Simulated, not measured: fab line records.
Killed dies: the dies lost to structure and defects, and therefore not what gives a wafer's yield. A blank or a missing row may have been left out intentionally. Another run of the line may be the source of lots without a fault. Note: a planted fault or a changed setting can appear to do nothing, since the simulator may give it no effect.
Which tool was responsible? | flow nandHarc | Sampling: 12 lots, 36 wafers, 6 of 1159 route steps

## WHAT THE GAUGES SHOWED, per wafer
NHARC_P_ZERO_WELL_CD_MEAS_37 targets a cd of 720 nm.
lot  | measured    | on       | cdNm (nm)
L195 | day 1 15:59 | cdSem-01 | 718.7 718.9 717.2
L197 | day 2 04:10 | cdSem-02 | 720.8 721.1 719.7
L198 | day 2 10:16 | cdSem-02 | 721.2 719.1 718.0
L199 | day 2 16:00 | cdSem-01 | 719.4 718.8 717.6
L200 | day 2 22:10 | cdSem-02 | 719.3 718.4 721.0
L203 | day 3 16:14 | cdSem-03 | 717.4 718.4 719.5
L204 | day 3 21:58 | cdSem-03 | 718.8 718.3 721.7
L207 | day 4 16:14 | cdSem-02 | 721.6 720.5 718.3
L208 | day 4 22:21 | cdSem-01 | 726.2 729.5 730.3
L216 | day 6 21:53 | cdSem-03 | 720.6 717.9 720.9
L217 | day 7 04:07 | cdSem-01 | 717.0 722.7 719.8
L218 | day 7 10:08 | cdSem-03 | 722.7 720.4 720.8

NHARC_P_STI_OCD_MEAS_17.
lot  | measured    | on     | trenchDepthNm (nm) | trenchFootCdNm (nm)
L195 | day 2 09:27 | ocd-01 | 303 302 296        | 160.1 157.2 162.3
L197 | day 2 20:59 | ocd-02 | 304 305 299        | 160.5 159.3 160.1
L198 | day 3 08:33 | ocd-02 | 298 304 308        | 156.9 158.9 154.5
L199 | day 3 08:20 | ocd-01 | 297 308 305        | 160.7 155.1 160.2
L200 | day 3 17:29 | ocd-01 | 306 302 297        | 159.8 159.4 159.6
L203 | day 4 13:03 | ocd-02 | 305 297 296        | 160.3 163.1 161.4
L204 | day 4 17:41 | ocd-02 | 301 297 300        | 153.5 157.2 156.2
L207 | day 5 09:18 | ocd-02 | 307 300 307        | 154.2 158.7 153.9
L208 | day 5 20:08 | ocd-01 | 299 302 307        | 156.8 155.1 157.7
L216 | day 7 17:24 | ocd-02 | 298 309 305        | 157.7 153.1 157.1
L217 | day 8 02:01 | ocd-02 | 301 303 298        | 157.0 155.1 155.0
L218 | day 8 02:11 | ocd-01 | 300 301 301        | 160.7 154.8 159.5

NHARC_END_SORT_01.
lot  | measured     | on        | killedAtArray | killedAtOther | killedAtPeriphery | killedDies | killedOpen | killedShort
L195 | day 19 16:58 | prober-02 | 27 26 31      | 1 1 0         | 4 3 2             | 32 30 33   | 3 3 2      | 1 1 2
L203 | day 21 09:57 | prober-01 | 15 16 12      | 1 0 1         | 2 5 2             | 18 21 15   | 2 3 4      | 2 3 1
L208 | day 22 03:23 | prober-02 | 45 45 38      | 0 0 0         | 3 1 2             | 48 46 40   | 2 3 4      | 2 1 4
L217 | day 25 01:19 | prober-01 | 17 28 20      | 0 0 1         | 3 0 0             | 20 28 21   | 5 2 3      | 2 2 3

## WHAT TOOL EACH LOT RAN ON (gives the tool, then ch and the chambers of the sampled wafers, and finally the start)
lot  | NHARC_P_ZERO_WELL_ETCH_65        | NHARC_P_ZERO_WELL_EXPOSE_34     | NHARC_P_STI_ETCH_15
L195 | rieDiel-12 ch 0,1,2, day 1 13:29 | krfScanner-03 ch 0, day 1 15:50 | rieSi-06 ch 0,2,3, day 2 09:13
L197 | rieDiel-09 ch 0,3, day 2 01:30   | krfScanner-03 ch 0, day 2 04:01 | rieSi-01 ch 1,2,3, day 2 20:44
L198 | rieDiel-04 ch 0,1,3, day 2 07:37 | krfScanner-01 ch 0, day 2 10:07 | rieSi-06 ch 1,2,3, day 3 08:19
L199 | rieDiel-04 ch 0,3, day 2 13:29   | krfScanner-01 ch 0, day 2 15:50 | rieSi-05 ch 1,2,3, day 3 08:07
L200 | rieDiel-09 ch 0,1,2, day 2 19:32 | krfScanner-01 ch 0, day 2 22:00 | rieSi-06 ch 0,1,2, day 3 17:16
L203 | rieDiel-12 ch 0,2,3, day 3 13:30 | krfScanner-03 ch 0, day 3 16:05 | rieSi-06 ch 0,1,2, day 4 12:46
L204 | rieDiel-12 ch 1,3, day 3 19:22   | krfScanner-03 ch 0, day 3 21:49 | rieSi-06 ch 1,2, day 4 17:23
L207 | rieDiel-04 ch 0,2,3, day 4 13:29 | krfScanner-02 ch 0, day 4 16:04 | rieSi-01 ch 1,2, day 5 09:03
L208 | rieDiel-12 ch 0,1,2, day 4 19:37 | krfScanner-03 ch 0, day 4 22:12 | rieSi-05 ch 0,1, day 5 19:53
L216 | rieDiel-04 ch 0,1,2, day 6 19:21 | krfScanner-01 ch 0, day 6 21:43 | rieSi-05 ch 0,2,3, day 7 17:11
L217 | rieDiel-09 ch 1,2,3, day 7 01:29 | krfScanner-02 ch 0, day 7 03:58 | rieSi-01 ch 0,1,3, day 8 01:47
L218 | rieDiel-04 ch 0,3, day 7 07:22   | krfScanner-01 ch 0, day 7 09:58 | rieSi-06 ch 1,3, day 8 01:56
- NHARC_P_ZERO_WELL_ETCH_65: etches the open film in N2/H2, target depth 80 nm, overetch 24 nm, time 87.88 s.
- NHARC_P_ZERO_WELL_EXPOSE_34: exposes mask P PWELL, target cd 720 nm.
- NHARC_P_STI_ETCH_15: etches the open film in HBr/Cl2, target depth 300 nm, time 100.1 s.

## AS READ BY THE TOOLS THEMSELVES (means over the sampled wafers that have a number; for cases with no such wafer, the mark the record gives instead)
NHARC_P_ZERO_WELL_ETCH_65.
lot  | tool       | drypumpMotorCurrentA (A) | oesProductAu (a.u.) | rfFwdPowerW (W) | rfVppV (V) | showerheadPlenumPTorr (Torr) | throttleValvePct (%)
L195 | rieDiel-12 | 5.48                     | 0.995               | 395.3           | 432.3      | 2.10                         | 14.169
L197 | rieDiel-09 | 5.65                     | 1.002               | 396.0           | 433.1      | 2.12                         | 14.172
L198 | rieDiel-04 | 5.72                     | 1.004               | 398.2           | 428.8      | 1.99                         | 14.164
L199 | rieDiel-04 | 5.60                     | 0.994               | 397.9           | 429.0      | 1.97                         | 14.164
L200 | rieDiel-09 | 5.81                     | 0.993               | 396.8           | 431.3      | 2.02                         | 14.175
L203 | rieDiel-12 | 5.75                     | 0.996               | 395.6           | 431.8      | 2.09                         | 14.162
L204 | rieDiel-12 | 5.43                     | 0.999               | 396.9           | 434.2      | 2.20                         | 14.177
L207 | rieDiel-04 | 5.56                     | 0.995               | 397.0           | 429.1      | 1.96                         | 14.182
L208 | rieDiel-12 | 5.48                     | 1.004               | 396.9           | 432.6      | 2.10                         | 14.177
L216 | rieDiel-04 | 5.82                     | 1.002               | 397.2           | 430.0      | 2.01                         | 14.175
L217 | rieDiel-09 | 5.92                     | 0.988               | 396.7           | 430.7      | 2.04                         | 14.178
L218 | rieDiel-04 | 5.60                     | 1.001               | 398.0           | 428.6      | 1.97                         | 14.171

NHARC_P_STI_ETCH_15.
lot  | tool     | drypumpMotorCurrentA (A) | heBacksideLeakSccm (sccm) | oesProductAu (a.u.) | rfFwdPowerW (W) | throttleValvePct (%)
L195 | rieSi-06 | 5.3                      | 2.72                      | 1.004               | 398.2           | 26.397
L197 | rieSi-01 | 6.1                      | 2.53                      | 1.003               | 399.1           | 26.414
L198 | rieSi-06 | 5.7                      | 2.89                      | 1.006               | 398.6           | 26.406
L199 | rieSi-05 | 5.7                      | 2.66                      | 1.000               | 397.1           | 26.395
L200 | rieSi-06 | 5.5                      | 2.96                      | 1.004               | 396.5           | 26.403
L203 | rieSi-06 | 5.5                      | 2.79                      | 0.997               | 396.6           | 26.408
L204 | rieSi-06 | 5.8                      | 2.86                      | 0.998               | 396.6           | 26.403
L207 | rieSi-01 | 5.8                      | 2.64                      | 1.011               | 398.4           | 26.404
L208 | rieSi-05 | 5.7                      | 2.54                      | 1.002               | 396.9           | 26.405
L216 | rieSi-05 | 6.0                      | 2.77                      | 1.010               | 395.8           | 26.410
L217 | rieSi-01 | 6.3                      | 2.54                      | 1.003               | 398.8           | 26.401
L218 | rieSi-06 | 5.9                      | 3.05                      | 0.997               | 396.9           | 26.404

## THE ANSWER, worked out from the rows above alone
Rule: usual is defined by the lots themselves. The widest of any qualifying gaps counts: lots, ordered by their means at a reading, are off when they make up no more than a third of the lots, leave a main group of 4 or more, and stand apart from it by 3 or more times the standard deviation of that group's means. Not used: any main group whose means are identical at the precision the tables above print for the reading. Also off: a lot with no number at a reading for which 4 or more lots have one. The other lots that the step has rows for count as sound. The gauges are gone through in route order, then the tools' own readings, and for those a lot's mean is taken as printed above. At the first step where some lot is off, the reading lying furthest off is the one used; lots without a number count as furthest.
Off at NHARC_P_ZERO_WELL_CD_MEAS_37 (cdNm): L208. Mean 719.6 nm and standard deviation 0.87 in the main group.
If a tool, at a process step before that reading, ran all the lots that are off and no sound lot after the first of them, it fits. Gauges at NHARC_P_ZERO_WELL_CD_MEAS_37: tried the same way as those tools. This does not decide it: 2 tools fit, namely rieDiel-12 at NHARC_P_ZERO_WELL_ETCH_65 and krfScanner-03 at NHARC_P_ZERO_WELL_EXPOSE_34.

## WHAT THE SIMULATOR PUT IN
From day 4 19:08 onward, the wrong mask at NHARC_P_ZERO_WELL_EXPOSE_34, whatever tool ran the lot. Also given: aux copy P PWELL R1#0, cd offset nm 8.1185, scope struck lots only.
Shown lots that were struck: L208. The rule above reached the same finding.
